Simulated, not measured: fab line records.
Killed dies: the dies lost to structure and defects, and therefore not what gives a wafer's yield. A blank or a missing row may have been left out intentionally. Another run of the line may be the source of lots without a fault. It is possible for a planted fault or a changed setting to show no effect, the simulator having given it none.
fab line records | flow n5-finfet
record: lots: 7 wafers: 39
route steps=1938 shown SD_EPI_N@275 SD_EPI_P@308 SD_ACTIVATION@331 HKMG_FIN@434
start-h: hours from the record's first day to the start of the lot's first wafer shown | wait-h: hours from the lot's prior step to this one | " as in the row above | L1.1+2: one row covering several wafers at once | - either no value or no given start | * or withheld: withheld | < > ~ a bound
route shown NAME@n: NAME is a module with steps in the file, n the number in the route of the first one | usual: mean and standard deviation over wafers with no fault | same: alike in all rows | chamber/n: place in a boat | sites: each site's reading | _std_site: standard deviation across them | _edge_site: outer sites' mean less inner sites' | radius-mm: how far each site lies from the wafer's centre | mask NAME#n: copy n | behind: the last tool/chamber to shape the wafer | hold: the reason the lot was held/the length of the hold in hours/how it ended | device: the n, p or np transistor that did not switch | end of line: at the end of the route, the tests of the same wafers | step lacking rows: just its recipe | killed: at the first sort, the dies lost to defects and structure; wafer yield is something else | map: dies across one wafer; x = killed, . = not, _ = none there
set.NAME: the setting that was run; set.NAME@STEP: the one run at that earlier step | model.NAME: the simulator's own value behind a step, which no gauge read
lots run with intentionally changed settings; tables by step, rows by wafer
== steps ==
step: N5_SD_EPI_N_ETCH_35
recipe: chemistry: N2/H2 target: SOC overetch-a: 1080 mask-material: SiARC temp-c: 40 ion-energy-ev: 100 source-w: 3000 bias-w: 133 pressure-mtorr: 20 time-s: 486 n2-flow-sccm: 200 h2-flow-sccm: 200
columns lot.wafer tool chamber start-h wait-h set.time-s model.SiARC_of_SD_EPI_N_COAT_33.thk-nm
L076.4 rie-diel-06 3 63.67 0.0 486 19.2
L076.5 " 0 " " 486 19.4
L076.6 " 3 " " 486 19
L078.1 rie-diel-03 0 75.05 0.0 486 20
L078.2+4+5 " 2,0,2 " " 486 19.8
L078.3+6 " 3 " " 486 20.4
L080.1+3+6 rie-diel-06 0,2,2 87.93 0.0 486 19.6
L080.2 " 1 " " 486 19.4
L080.4 " 3 " " 486 19
L080.5 " 3 " " 486 19.2
L084.1 rie-diel-06 1 112.72 0.0 385.5 22.8
L084.2+6 " 0,2 " " 486 20
L084.3 " 2 " " 385.5 23
L084.4 " 3 " " 486 19.4
L084.5 " 3 " " 385.5 22.6
L089.1+3+6 rie-diel-01 2,0,2 139.73 0.0 534.3 18.4
L089.2 " 1 " " 486 19.4
L089.4 " 1 " " 486 19.6
L089.5 " 0 " " 486 19.8
L093.1+4+6 rie-diel-01 3,0,1 166.43 0.0 486 19.6
L093.2 " 1 " " 486 19.4
L093.3+5 " 2 " " 486 19.8
L097.1 rie-diel-03 2 188.63 0.0 561.8 17.6
L097.2 " 1 " " 561.8 17.8
L097.3 " 3 " " 561.8 18
L097.4+5 " 0 " " 486 20
L097.6 " 3 " " 486 20.2
step: N5_SD_EPI_P_ETCH_37
recipe: chemistry: N2/H2 target: SOC overetch-a: 1080 mask-material: SiARC temp-c: 40 ion-energy-ev: 100 source-w: 3000 bias-w: 133 pressure-mtorr: 20 time-s: 486 n2-flow-sccm: 200 h2-flow-sccm: 200 ends: end-point
usual: rf-vpp-V: 240.5/1.1
columns lot.wafer tool chamber start-h wait-h set.source-w rf-vpp-V model.SiARC_of_SD_EPI_P_COAT_35.thk-nm
L076.4 rie-diel-02 1 68.32 0.0 3000 238.9 20
L076.5 " 0 " " 3000 241.3 20.2
L076.6 " 3 " " 3000 241.6 19.8
L078.1 rie-diel-04 0 79.36 0.0 3000 240.7 20
L078.2 " 1 " " 3000 239.4 19.8
L078.3 " 3 " " 3000 239.1 19.6
L078.4 " 2 " " 3000 242.6 20
L078.5 " 0 " " 3000 240.9 20
L078.6 " 1 " " 3000 238.9 19.6
L080.1 rie-diel-05 0 93.59 0.0 3000 242.2 19.8
L080.2 " 1 " " 3224 236.6 18.6
L080.3 " 3 " " 3224 234.0 19.4
L080.4 " 2 " " 3224 235.1 19.2
L080.5 " 3 " " 3000 240.5 20
L080.6 " 0 " " 3000 239.8 19.8
L084.1 rie-diel-02 0 117.16 0.0 3257 234.1 19
L084.2 " 2 " " 3000 240.1 19.8
L084.3 " 1 " " 3000 237.8 19.8
L084.4 " 3 " " 3257 233.1 18.6
L084.5 " 0 " " 3257 232.9 19
L084.6 " 3 " " 3000 240.9 19.6
L089.1 rie-diel-05 0 147.05 0.0 3000 238.6 19.8
L089.2 " 2 " " 3000 241.2 19.8
L089.3 " 1 " " 2576 253.5 21
L089.4 " 3 " " 2576 253.4 22
L089.5 " 0 " " 3000 241.1 19.8
L089.6 " 1 " " 2576 254.7 21.2
L093.1 rie-diel-04 0 170.87 0.0 3291 234.0 18.6
L093.2 " 3 " " 3000 238.4 19.6
L093.3 " 1 " " 3291 230.3 18.4
L093.4 " 2 " " 3000 241.0 20
L093.5 " 0 " " 3000 240.8 20
L093.6 " 3 " " 3291 233.2 18.6
L097.1 rie-diel-05 2 194.79 0.0 3537 227.1 18.2
L097.2 " 1 " " 3537 226.9 17.6
L097.3 " 3 " " 3000 241.3 20.4
L097.4 " 0 " " 3000 242.0 20.2
L097.5 " 0 " " 3537 227.6 18
L097.6 " 3 " " 3000 239.6 20.4
step: N5_SD_EPI_P_STRIP_38
recipe: chemistry: N2/H2 temp-c: 40 n2-flow-sccm: 200 h2-flow-sccm: 200 rf-frequency-hz: 6e+07
step: N5_SD_EPI_P_ETCHBACK_46
recipe: chemistry: CH3F/O2 mode: anisotropic-etchback target: SiNx target-depth-a: 175 stop-on: SiO2 over-etch-frac: 0.3 ion-energy-ev: 120 pressure-mtorr: 30 source-w: 395 bias-w: 73 Ar_flow_sccm: 150 CH3F_flow_sccm: 30 O2_flow_sccm: 20
step: N5_SD_EPI_P_ETCH_47
recipe: chemistry: CH3F/O2 target: SiOCN target-depth-a: 250 mask-material: SOC ion-energy-ev: 60 bias-w: 29 pressure-mtorr: 30 source-w: 410 Ar_flow_sccm: 150 CH3F_flow_sccm: 30 O2_flow_sccm: 20
step: N5_SD_EPI_P_ETCH_16
recipe: chemistry: CHF3/O2 target: SiO2 target-depth-a: 50 mask-material: SOC pressure-mtorr: 30 source-w: 650 bias-w: 170 Ar_flow_sccm: 200 CHF3_flow_sccm: 50 O2_flow_sccm: 5 ion-energy-ev: 200
columns lot.wafer tool chamber start-h wait-h set.source-w@SD_EPI_P_ETCH_37 model.SiARC_of_SD_EPI_P_COAT_35.thk-nm
L076.4+5 rie-diel-02 1,0 68.85 0.1 3000 12
L076.6 " 3 " " 3000 11.8
L078.1+4 rie-diel-04 0,2 79.89 0.1 3000 12
L078.2+6 " 1 " " 3000 11.6
L078.3 " 3 " " 3000 11.4
L078.5 " 0 " " 3000 11.8
L080.1+6 rie-diel-05 0 94.11 0.1 3000 11.8
L080.2 " 1 " " 3224 10.4
L080.3 " 3 " " 3224 11.4
L080.4 " 2 " " 3224 11.2
L080.5 " 3 " " 3000 12
L084.1+5 rie-diel-02 0 117.68 0.1 3257 11
L084.2+6 " 2,3 " " 3000 11.6
L084.3 " 1 " " 3000 11.8
L084.4 " 3 " " 3257 10.6
L089.1+5 rie-diel-05 0 147.57 0.1 3000 11.6
L089.2 " 2 " " 3000 11.8
L089.3 " 1 " " 2576 12.8
L089.4 " 3 " " 2576 14
L089.6 " 1 " " 2576 13
L093.1 rie-diel-04 0 171.39 0.1 3291 10.6
L093.2 " 3 " " 3000 11.6
L093.3+6 " 1,3 " " 3291 10.4
L093.4 " 2 " " 3000 11.8
L093.5 " 0 " " 3000 12
L097.1 rie-diel-05 2 195.31 0.1 3537 10.2
L097.2 " 1 " " 3537 9.2
L097.3+6 " 3 " " 3000 12.4
L097.4 " 0 " " 3000 12.2
L097.5 " 0 " " 3537 9.8
step: N5_SD_ACTIVATION_LSA_01
recipe: temp-c: 1080 time-s: 0.0008 ambient: N2
usual: wafer_temp_C_max: 1083.5/0.9
columns lot.wafer tool chamber start-h wait-h set.temp-c wafer_temp_C_max
L076.4 laser-anneal-01 0 72.32 0.2 1080 1083.2
L076.5 " 0 " " 1080 1083.7
L076.6 " 0 " " 1080 1083.0
L078.1 laser-anneal-02 0 84.32 0.2 1092 1095.0
L078.2 " 0 " " 1092 1094.6
L078.3 " 0 " " 1080 1084.6
L078.4 " 0 " " 1092 1097.2
L078.5 " 0 " " 1080 1083.2
L078.6 " 0 " " 1080 1083.7
L080.1 laser-anneal-01 0 97.58 0.2 1066 1068.7
L080.2 " 0 " " 1066 1069.0
L080.3 " 0 " " 1080 1083.5
L080.4 " 0 " " 1066 1069.9
L080.5 " 0 " " 1080 1083.0
L080.6 " 0 " " 1080 1083.3
L084.1 laser-anneal-01 0 121.01 0.2 1080 1082.0
L084.2 " 0 " " 1080 1082.8
L084.3 " 0 " " 1080 1082.9
L084.4 " 0 " " 1080 1083.7
L084.5 " 0 " " 1080 1081.9
L084.6 " 0 " " 1080 1083.9
L089.1 laser-anneal-02 0 150.94 0.2 1067 1069.5
L089.2 " 0 " " 1080 1083.6
L089.3 " 0 " " 1067 1069.3
L089.4 " 0 " " 1067 1069.9
L089.5 " 0 " " 1080 1084.2
L089.6 " 0 " " 1080 1082.8
L093.1 laser-anneal-02 0 176.99 0.2 1080 1083.3
L093.2 " 0 " " 1068 1073.1
L093.3 " 0 " " 1068 1072.1
L093.4 " 0 " " 1068 1072.4
L093.5 " 0 " " 1080 1083.5
L093.6 " 0 " " 1080 1084.4
L097.1 laser-anneal-02 0 198.70 0.2 1090 1094.7
L097.2 " 0 " " 1090 1093.7
L097.3 " 0 " " 1080 1084.9
L097.4 " 0 " " 1080 1083.0
L097.5 " 0 " " 1080 1084.2
L097.6 " 0 " " 1090 1095.1
step: N5_SD_ACTIVATION_RS_MEAS_03
recipe: thk-meas-gauge: four-point-probe
usual: RS_SD_N: 21.86/0.23 RS_SD_P: 55.8/0.89
columns lot.wafer tool chamber start-h wait-h set.temp-c@SD_ACTIVATION_LSA_01 RS_SD_N[ohm/sq] RS_SD_P[ohm/sq]
L076.4 film-metro-01 - 72.50 0.1 1080 22.10 57.2
L076.5 " - " " 1080 21.70 55.8
L076.6 " - " " 1080 22.01 56.8
L078.1 film-metro-02 - 84.52 0.2 1092 20.42 55.6
L078.2 " - " " 1092 20.73 54.9
L078.3 " - " " 1080 22.11 55.1
L078.4 " - " " 1092 20.76 55.5
L078.5 " - " " 1080 21.99 55.9
L078.6 " - " " 1080 22.09 55.5
L080.1 film-metro-02 - 97.78 0.2 1066 23.17 55.8
L080.2 " - " " 1066 23.77 55.1
L080.3 " - " " 1080 22.28 56.8
L080.4 " - " " 1066 23.90 55.5
L080.5 " - " " 1080 21.83 55.9
L080.6 " - " " 1080 21.68 55.8
L084.1 film-metro-02 - 121.22 0.2 1080 22.06 55.6
L084.2 " - " " 1080 21.81 55.9
L084.3 " - " " 1080 22.31 56.0
L084.4 " - " " 1080 22.13 56.3
L084.5 " - " " 1080 21.97 55.1
L084.6 " - " " 1080 22.12 56.3
L089.1 film-metro-01 - 151.14 0.2 1067 23.42 57.8
L089.2 " - " " 1080 21.84 57.2
L089.3 " - " " 1067 23.67 57.6
L089.4 " - " " 1067 23.30 57.4
L089.5 " - " " 1080 21.95 57.2
L089.6 " - " " 1080 21.83 57.0
L093.1 film-metro-02 - 177.21 0.2 1080 21.84 54.9
L093.2 " - " " 1068 22.79 55.5
L093.3 " - " " 1068 23.04 55.2
L093.4 " - " " 1068 22.82 55.6
L093.5 " - " " 1080 21.91 53.9
L093.6 " - " " 1080 21.40 54.1
L097.1 film-metro-02 - 198.91 0.2 1090 20.97 55.5
L097.2 " - " " 1090 21.18 54.9
L097.3 " - " " 1080 22.37 55.5
L097.4 " - " " 1080 21.79 55.4
L097.5 " - " " 1080 22.15 54.8
L097.6 " - " " 1090 20.91 55.9
step: N5_HKMG_FIN_ETCH_31
recipe: chemistry: CF4 target: SiARC target-depth-a: 455 mask-material: CAR-ArF time-s: 75.8 ion-energy-ev: 80 pressure-mtorr: 40 source-w: 545 bias-w: 36 Ar_flow_sccm: 100 cf4-flow-sccm: 100 ends: cleared
usual: rf-vpp-V: 184.2/0.99
columns lot.wafer tool chamber start-h wait-h set.bias-w rf-vpp-V
L076.4 rie-diel-01 2 88.86 0.0 36 185.0
L076.5 " 1 " " 36 185.2
L076.6 " 3 " " 36 184.1
L078.1 rie-diel-06 1 101.62 0.0 40.5 198.0
L078.2 " 2 " " 36 183.5
L078.3 " 3 " " 36 184.6
L078.4 " 0 " " 36 184.7
L078.5 " 2 " " 40.5 198.5
L078.6 " 3 " " 40.5 197.5
L080.1 rie-diel-06 3 114.56 0.0 39.05 193.0
L080.2 " 2 " " 36 183.8
L080.3 " 1 " " 36 183.3
L080.4 " 0 " " 39.05 193.3
L080.5 " 0 " " 39.05 193.7
L080.6 " 1 " " 36 183.2
L084.1 rie-diel-06 2 138.40 0.0 36 184.6
L084.2 " 3 " " 39.49 196.7
L084.3 " 1 " " 39.49 195.0
L084.4 " 0 " " 39.49 195.7
L084.5 " 3 " " 36 185.8
L084.6 " 2 " " 36 182.4
L089.1 rie-diel-01 1 167.35 0.0 36 184.9
L089.2 " 0 " " 36 182.6
L089.3 " 2 " " 36 184.6
L089.4 " 3 " " 36 184.2
L089.5 " 0 " " 36 183.0
L089.6 " 1 " " 36 183.8
L093.1 rie-diel-06 1 193.86 0.0 36 183.6
L093.2 " 3 " " 39.44 196.1
L093.3 " 0 " " 39.44 195.2
L093.4 " 2 " " 36 182.5
L093.5 " 3 " " 39.44 194.1
L093.6 " 2 " " 36 183.0
L097.1 rie-diel-01 2 215.88 0.0 36 186.4
L097.2 " 1 " " 33.06 174.5
L097.3 " 0 " " 33.06 172.4
L097.4 " 3 " " 33.06 174.2
L097.5 " 3 " " 36 184.4
L097.6 " 0 " " 36 184.0
== key ==
split: step: N5_SD_EPI_N_ETCH_35 setting: time-s stated: 486 by: wafer
response: step: N5_SD_EPI_N_ETCH_35 reading: model.SiARC_of_SD_EPI_N_COAT_33.thk-nm change: -0.142 per: 1% r: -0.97
split: step: N5_SD_EPI_P_ETCH_37 setting: source-w stated: 3000 by: wafer
response: step: N5_SD_EPI_P_ETCH_37 reading: rf-vpp-V change: -0.817 per: 1% r: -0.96
response: step: N5_SD_EPI_P_ETCH_37 reading: model.SiARC_of_SD_EPI_P_COAT_35.thk-nm change: -0.124 per: 1% r: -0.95
response: step: N5_SD_EPI_P_ETCH_16 reading: model.SiARC_of_SD_EPI_P_COAT_35.thk-nm change: -0.128 per: 1% r: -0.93
split: step: N5_SD_ACTIVATION_LSA_01 setting: temp-c stated: 1080 by: wafer
response: step: N5_SD_ACTIVATION_LSA_01 reading: wafer_temp_C_max change: * per: 1% r: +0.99
response: step: N5_SD_ACTIVATION_RS_MEAS_03 reading: RS_SD_N change: -1.24 per: 1% r: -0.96
split: step: N5_HKMG_FIN_ETCH_31 setting: bias-w stated: 36 by: wafer
response: step: N5_HKMG_FIN_ETCH_31 reading: rf-vpp-V change: +1.2 per: 1% r: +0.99
